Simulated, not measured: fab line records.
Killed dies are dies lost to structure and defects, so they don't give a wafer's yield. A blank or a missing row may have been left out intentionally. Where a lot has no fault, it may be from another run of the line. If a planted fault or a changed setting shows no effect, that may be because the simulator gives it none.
What tool caused it? || flow nand harc || Sampling: 24 lots, 72 wafers, 3 of 1302 route steps

== WHAT EACH GAUGE READ, for each wafer ==
NHARC_P_CONTACT_INSPECT_27. Usual: raw defect count at 323, with a standard deviation of 140.
{"lot": "L074", "measured": "day 6 03:20", "on": "defect inspect-02", "raw defect count": "473 364 447", "flag": ""}
{"lot": "L075", "measured": "day 6 06:22", "on": "defect inspect-02", "raw defect count": "269 251 235", "flag": ""}
{"lot": "L076", "measured": "day 6 16:59", "on": "defect inspect-02", "raw defect count": "361 748 713", "flag": ""}
{"lot": "L077", "measured": "day 7 10:52", "on": "defect inspect-01", "raw defect count": "271 196 294", "flag": ""}
{"lot": "L078", "measured": "day 7 15:50", "on": "defect inspect-02", "raw defect count": "239 204 124", "flag": ""}
{"lot": "L079", "measured": "day 7 20:56", "on": "defect inspect-01", "raw defect count": "221 321 233", "flag": ""}
{"lot": "L080", "measured": "day 8 13:35", "on": "defect inspect-02", "raw defect count": "426 299 576", "flag": ""}
{"lot": "L081", "measured": "day 8 23:58", "on": "defect inspect-01", "raw defect count": "284 372 440", "flag": ""}
{"lot": "L082", "measured": "day 9 12:22", "on": "defect inspect-02", "raw defect count": "452 293 528", "flag": ""}
{"lot": "L083", "measured": "day 9 18:01", "on": "defect inspect-01", "raw defect count": "439 273 323", "flag": ""}
{"lot": "L084", "measured": "day 10 06:29", "on": "defect inspect-02", "raw defect count": "542 304 292", "flag": ""}
{"lot": "L085", "measured": "day 10 23:58", "on": "defect inspect-02", "raw defect count": "416 310 340", "flag": ""}
{"lot": "L086", "measured": "day 11 03:05", "on": "defect inspect-02", "raw defect count": "340 367 180", "flag": ""}
{"lot": "L087", "measured": "day 11 09:46", "on": "defect inspect-02", "raw defect count": "352 192 796", "flag": ""}
{"lot": "L088", "measured": "day 12 02:55", "on": "defect inspect-02", "raw defect count": "207 668 312", "flag": ""}
{"lot": "L089", "measured": "day 12 03:28", "on": "defect inspect-02", "raw defect count": "182 108 125", "flag": ""}
{"lot": "L090", "measured": "day 12 22:28", "on": "defect inspect-02", "raw defect count": "170 462 125", "flag": ""}
{"lot": "L091", "measured": "day 13 01:56", "on": "defect inspect-01", "raw defect count": "247 361 365", "flag": ""}
{"lot": "L092", "measured": "day 13 10:28", "on": "defect inspect-01", "raw defect count": "249 228 231", "flag": ""}
{"lot": "L093", "measured": "day 14 00:01", "on": "defect inspect-02", "raw defect count": "251 416 347", "flag": ""}
{"lot": "L094", "measured": "day 14 16:06", "on": "defect inspect-02", "raw defect count": "403 378 467", "flag": ""}
{"lot": "L095", "measured": "day 15 05:11", "on": "defect inspect-01", "raw defect count": "282 257 360", "flag": ""}
{"lot": "L096", "measured": "day 15 07:56", "on": "defect inspect-01", "raw defect count": "161 136 159", "flag": ""}
{"lot": "L097", "measured": "day 15 15:10", "on": "defect inspect-01", "raw defect count": "346 497 563", "flag": ""}

NHARC_P_M0_INSPECT_27. Usual: raw defect count at 302, with a standard deviation of 120.
{"lot": "L074", "measured": "day 6 06:53", "on": "defect inspect-02", "raw defect count": "255 219 376", "flag": ""}
{"lot": "L075", "measured": "day 6 09:55", "on": "defect inspect-01", "raw defect count": "303 270 528", "flag": ""}
{"lot": "L076", "measured": "day 6 20:25", "on": "defect inspect-01", "raw defect count": "191 185 149", "flag": ""}
{"lot": "L077", "measured": "day 7 14:28", "on": "defect inspect-02", "raw defect count": "386 268 407", "flag": ""}
{"lot": "L078", "measured": "day 7 19:35", "on": "defect inspect-02", "raw defect count": "393 307 367", "flag": ""}
{"lot": "L079", "measured": "day 8 00:44", "on": "defect inspect-01", "raw defect count": "478 229 291", "flag": ""}
{"lot": "L080", "measured": "day 8 17:01", "on": "defect inspect-01", "raw defect count": "167 187 117", "flag": ""}
{"lot": "L081", "measured": "day 9 03:24", "on": "defect inspect-01", "raw defect count": "314 238 188", "flag": ""}
{"lot": "L082", "measured": "day 9 15:56", "on": "defect inspect-02", "raw defect count": "185 163 161", "flag": ""}
{"lot": "L083", "measured": "day 9 21:42", "on": "defect inspect-02", "raw defect count": "184 302 326", "flag": ""}
{"lot": "L084", "measured": "day 10 10:19", "on": "defect inspect-02", "raw defect count": "306 270 368", "flag": ""}
{"lot": "L085", "measured": "day 11 03:32", "on": "defect inspect-02", "raw defect count": "293 379 502", "flag": ""}
{"lot": "L086", "measured": "day 11 06:37", "on": "defect inspect-01", "raw defect count": "246 343 224", "flag": ""}
{"lot": "L087", "measured": "day 11 13:28", "on": "defect inspect-01", "raw defect count": "261 261 448", "flag": ""}
{"lot": "L088", "measured": "day 12 06:30", "on": "defect inspect-02", "raw defect count": "237 252 298", "flag": ""}
{"lot": "L089", "measured": "day 12 07:02", "on": "defect inspect-02", "raw defect count": "637 266 201", "flag": ""}
{"lot": "L090", "measured": "day 13 02:10", "on": "defect inspect-02", "raw defect count": "396 487 172", "flag": ""}
{"lot": "L091", "measured": "day 13 05:29", "on": "defect inspect-02", "raw defect count": "275 207 241", "flag": ""}
{"lot": "L092", "measured": "day 13 14:08", "on": "defect inspect-02", "raw defect count": "363 226 418", "flag": ""}
{"lot": "L093", "measured": "day 14 03:35", "on": "defect inspect-01", "raw defect count": "185 174 144", "flag": ""}
{"lot": "L094", "measured": "day 14 20:58", "on": "defect inspect-02", "raw defect count": "387 514 679", "flag": ""}
{"lot": "L095", "measured": "day 15 08:49", "on": "defect inspect-02", "raw defect count": "296 453 289", "flag": ""}
{"lot": "L096", "measured": "day 15 11:33", "on": "defect inspect-02", "raw defect count": "192 262 115", "flag": ""}
{"lot": "L097", "measured": "day 15 18:40", "on": "defect inspect-02", "raw defect count": "421 577 487", "flag": ""}

== WHICH TOOL RAN EACH LOT (tool, then ch and the chambers of the sampled wafers, then the start) ==
{"lot": "L074", "NHARC_P_CONTACT_ETCH_36": "rie diel-01 ch 0,3, day 6 03:20 or earlier"}
{"lot": "L075", "NHARC_P_CONTACT_ETCH_36": "rie diel-06 ch 1,2,3, day 6 06:22 or earlier"}
{"lot": "L076", "NHARC_P_CONTACT_ETCH_36": "rie diel-05 ch 0,1, day 6 16:59 or earlier"}
{"lot": "L077", "NHARC_P_CONTACT_ETCH_36": "rie diel-06 ch 0,1,2, day 7 10:52 or earlier"}
{"lot": "L078", "NHARC_P_CONTACT_ETCH_36": "rie diel-06 ch 0,2,3, day 7 15:50 or earlier"}
{"lot": "L079", "NHARC_P_CONTACT_ETCH_36": "rie diel-06 ch 0,1,3, day 7 20:56 or earlier"}
{"lot": "L080", "NHARC_P_CONTACT_ETCH_36": "rie diel-05 ch 2,3, day 8 13:35 or earlier"}
{"lot": "L081", "NHARC_P_CONTACT_ETCH_36": "rie diel-06 ch 0,1,3, day 8 23:58 or earlier"}
{"lot": "L082", "NHARC_P_CONTACT_ETCH_36": "rie diel-01 ch 0,3, day 9 12:22 or earlier"}
{"lot": "L083", "NHARC_P_CONTACT_ETCH_36": "rie diel-05 ch 1,2,3, day 9 18:01 or earlier"}
{"lot": "L084", "NHARC_P_CONTACT_ETCH_36": "rie diel-06 ch 1,2, day 10 06:29 or earlier"}
{"lot": "L085", "NHARC_P_CONTACT_ETCH_36": "rie diel-01 ch 1,2,3, day 10 23:58 or earlier"}
{"lot": "L086", "NHARC_P_CONTACT_ETCH_36": "rie diel-01 ch 1,2,3, day 11 03:05 or earlier"}
{"lot": "L087", "NHARC_P_CONTACT_ETCH_36": "rie diel-01 ch 0,1,2, day 11 09:46 or earlier"}
{"lot": "L088", "NHARC_P_CONTACT_ETCH_36": "rie diel-05 ch 1,3, day 12 02:55 or earlier"}
{"lot": "L089", "NHARC_P_CONTACT_ETCH_36": "rie diel-01 ch 0,1,2, day 12 03:28 or earlier"}
{"lot": "L090", "NHARC_P_CONTACT_ETCH_36": "rie diel-06 ch 0,1, day 12 22:28 or earlier"}
{"lot": "L091", "NHARC_P_CONTACT_ETCH_36": "rie diel-01 ch 2,3, day 13 01:56 or earlier"}
{"lot": "L092", "NHARC_P_CONTACT_ETCH_36": "rie diel-05 ch 0,2,3, day 13 10:28 or earlier"}
{"lot": "L093", "NHARC_P_CONTACT_ETCH_36": "rie diel-05 ch 0,1,3, day 14 00:01 or earlier"}
{"lot": "L094", "NHARC_P_CONTACT_ETCH_36": "rie diel-01 ch 0,2,3, day 14 16:06 or earlier"}
{"lot": "L095", "NHARC_P_CONTACT_ETCH_36": "rie diel-01 ch 0,3, day 15 05:11 or earlier"}
{"lot": "L096", "NHARC_P_CONTACT_ETCH_36": "rie diel-05 ch 0,1,2, day 15 07:56 or earlier"}
{"lot": "L097", "NHARC_P_CONTACT_ETCH_36": "rie diel-06 ch 0,1, day 15 15:10 or earlier"}
- NHARC_P_CONTACT_ETCH_36: etches the open film in N2/H2, target depth 260 nm, time 406.25 s.

== AS READ BY THE TOOLS THEMSELVES (means over the sampled wafers that have a number; for cases with no such wafer, the mark the record gives instead) ==
NHARC_P_CONTACT_ETCH_36. Usual: bias w 150.0 W, standard deviation 0.45; drypump motor current A 5.6 A, standard deviation 0.42; oes product au 1.000 a.u., standard deviation 0.011; rf vpp V 430.2 V, standard deviation 2.9; showerhead plenum p Torr 2.03 Torr, standard deviation 0.1; throttle valve pct 14.170 %, standard deviation 0.0082.
{"lot": "L074", "tool": "rie diel-01", "bias w (W)": 150.3, "drypump motor current A (A)": 5.5, "oes product au (a.u.)": 1.004, "rf vpp V (V)": 428.1, "showerhead plenum p Torr (Torr)": 1.96, "throttle valve pct (%)": 14.167, "flag": ""}
{"lot": "L075", "tool": "rie diel-06", "bias w (W)": 150.1, "drypump motor current A (A)": 5.6, "oes product au (a.u.)": 0.990, "rf vpp V (V)": 432.8, "showerhead plenum p Torr (Torr)": 2.13, "throttle valve pct (%)": 14.175, "flag": ""}
{"lot": "L076", "tool": "rie diel-05", "bias w (W)": 149.6, "drypump motor current A (A)": 5.4, "oes product au (a.u.)": 1.011, "rf vpp V (V)": 428.7, "showerhead plenum p Torr (Torr)": 1.96, "throttle valve pct (%)": 14.175, "flag": ""}
{"lot": "L077", "tool": "rie diel-06", "bias w (W)": 149.8, "drypump motor current A (A)": 5.5, "oes product au (a.u.)": 0.988, "rf vpp V (V)": 432.8, "showerhead plenum p Torr (Torr)": 2.10, "throttle valve pct (%)": 14.181, "flag": ""}
{"lot": "L078", "tool": "rie diel-06", "bias w (W)": 150.0, "drypump motor current A (A)": 5.6, "oes product au (a.u.)": 0.989, "rf vpp V (V)": 433.6, "showerhead plenum p Torr (Torr)": 2.16, "throttle valve pct (%)": 14.172, "flag": ""}
{"lot": "L079", "tool": "rie diel-06", "bias w (W)": 150.0, "drypump motor current A (A)": 5.9, "oes product au (a.u.)": 0.987, "rf vpp V (V)": 432.3, "showerhead plenum p Torr (Torr)": 2.09, "throttle valve pct (%)": 14.169, "flag": ""}
{"lot": "L080", "tool": "rie diel-05", "bias w (W)": 149.9, "drypump motor current A (A)": 5.4, "oes product au (a.u.)": 0.995, "rf vpp V (V)": 430.1, "showerhead plenum p Torr (Torr)": 2.02, "throttle valve pct (%)": 14.163, "flag": ""}
{"lot": "L081", "tool": "rie diel-06", "bias w (W)": 150.1, "drypump motor current A (A)": 5.9, "oes product au (a.u.)": 0.986, "rf vpp V (V)": 431.6, "showerhead plenum p Torr (Torr)": 2.09, "throttle valve pct (%)": 14.168, "flag": ""}
{"lot": "L082", "tool": "rie diel-01", "bias w (W)": 150.5, "drypump motor current A (A)": 5.5, "oes product au (a.u.)": 1.004, "rf vpp V (V)": 428.3, "showerhead plenum p Torr (Torr)": 1.95, "throttle valve pct (%)": 14.174, "flag": ""}
{"lot": "L083", "tool": "rie diel-05", "bias w (W)": 150.2, "drypump motor current A (A)": 5.6, "oes product au (a.u.)": 1.001, "rf vpp V (V)": 429.5, "showerhead plenum p Torr (Torr)": 1.99, "throttle valve pct (%)": 14.161, "flag": ""}
{"lot": "L084", "tool": "rie diel-06", "bias w (W)": 150.5, "drypump motor current A (A)": 5.1, "oes product au (a.u.)": 1.000, "rf vpp V (V)": 432.7, "showerhead plenum p Torr (Torr)": 2.13, "throttle valve pct (%)": 14.170, "flag": ""}
{"lot": "L085", "tool": "rie diel-01", "bias w (W)": 149.8, "drypump motor current A (A)": 5.7, "oes product au (a.u.)": 1.000, "rf vpp V (V)": 428.4, "showerhead plenum p Torr (Torr)": 2.00, "throttle valve pct (%)": 14.168, "flag": ""}
{"lot": "L086", "tool": "rie diel-01", "bias w (W)": 149.8, "drypump motor current A (A)": 5.7, "oes product au (a.u.)": 1.004, "rf vpp V (V)": 429.9, "showerhead plenum p Torr (Torr)": 2.00, "throttle valve pct (%)": 14.171, "flag": ""}
{"lot": "L087", "tool": "rie diel-01", "bias w (W)": 150.0, "drypump motor current A (A)": 5.4, "oes product au (a.u.)": 1.000, "rf vpp V (V)": 428.9, "showerhead plenum p Torr (Torr)": 2.02, "throttle valve pct (%)": 14.170, "flag": ""}
{"lot": "L088", "tool": "rie diel-05", "bias w (W)": 150.3, "drypump motor current A (A)": 5.4, "oes product au (a.u.)": 1.006, "rf vpp V (V)": 430.3, "showerhead plenum p Torr (Torr)": 2.03, "throttle valve pct (%)": 14.171, "flag": ""}
{"lot": "L089", "tool": "rie diel-01", "bias w (W)": 149.9, "drypump motor current A (A)": 5.4, "oes product au (a.u.)": 1.006, "rf vpp V (V)": 430.2, "showerhead plenum p Torr (Torr)": 2.02, "throttle valve pct (%)": 14.164, "flag": ""}
{"lot": "L090", "tool": "rie diel-06", "bias w (W)": 150.0, "drypump motor current A (A)": 5.8, "oes product au (a.u.)": 0.994, "rf vpp V (V)": 432.0, "showerhead plenum p Torr (Torr)": 2.06, "throttle valve pct (%)": 14.169, "flag": ""}
{"lot": "L091", "tool": "rie diel-01", "bias w (W)": 150.0, "drypump motor current A (A)": 5.9, "oes product au (a.u.)": 1.012, "rf vpp V (V)": 431.6, "showerhead plenum p Torr (Torr)": 2.09, "throttle valve pct (%)": 14.174, "flag": ""}
{"lot": "L092", "tool": "rie diel-05", "bias w (W)": 150.2, "drypump motor current A (A)": 5.3, "oes product au (a.u.)": 1.001, "rf vpp V (V)": 429.4, "showerhead plenum p Torr (Torr)": 1.98, "throttle valve pct (%)": 14.171, "flag": ""}
{"lot": "L093", "tool": "rie diel-05", "bias w (W)": 150.2, "drypump motor current A (A)": 5.4, "oes product au (a.u.)": 0.997, "rf vpp V (V)": 428.9, "showerhead plenum p Torr (Torr)": 1.99, "throttle valve pct (%)": 14.175, "flag": ""}
{"lot": "L094", "tool": "rie diel-01", "bias w (W)": 149.8, "drypump motor current A (A)": 5.7, "oes product au (a.u.)": 1.013, "rf vpp V (V)": 429.8, "showerhead plenum p Torr (Torr)": 2.02, "throttle valve pct (%)": 14.171, "flag": ""}
{"lot": "L095", "tool": "rie diel-01", "bias w (W)": 149.7, "drypump motor current A (A)": 5.9, "oes product au (a.u.)": 1.006, "rf vpp V (V)": 428.8, "showerhead plenum p Torr (Torr)": 1.94, "throttle valve pct (%)": 14.170, "flag": ""}
{"lot": "L096", "tool": "rie diel-05", "bias w (W)": 149.7, "drypump motor current A (A)": 5.6, "oes product au (a.u.)": 1.002, "rf vpp V (V)": 428.3, "showerhead plenum p Torr (Torr)": 1.96, "throttle valve pct (%)": 14.159, "flag": ""}
{"lot": "L097", "tool": "rie diel-06", "bias w (W)": 150.0, "drypump motor current A (A)": 5.7, "oes product au (a.u.)": 0.996, "rf vpp V (V)": 430.8, "showerhead plenum p Torr (Torr)": 2.06, "throttle valve pct (%)": 14.174, "flag": ""}

== THE ANSWER, worked out from the rows above alone ==
Rule: a lot is off if the mean of its wafers that have a number lies more than 3 standard deviations from the usual mean. Also off: a lot with no number at a reading for which 4 or more lots have one. Where the step has rows for the other lots, those lots are counted as sound. Order of review: gauges by route order, followed by the tools' own readings, for which a lot's mean as printed above is used. The first step at which some lot is off is used, and at that step the reading that is off furthest; a lot without a number counts as furthest.
Nothing can be told from this: no lot is off at any reading shown.

== WHAT THE SIMULATOR PUT IN ==
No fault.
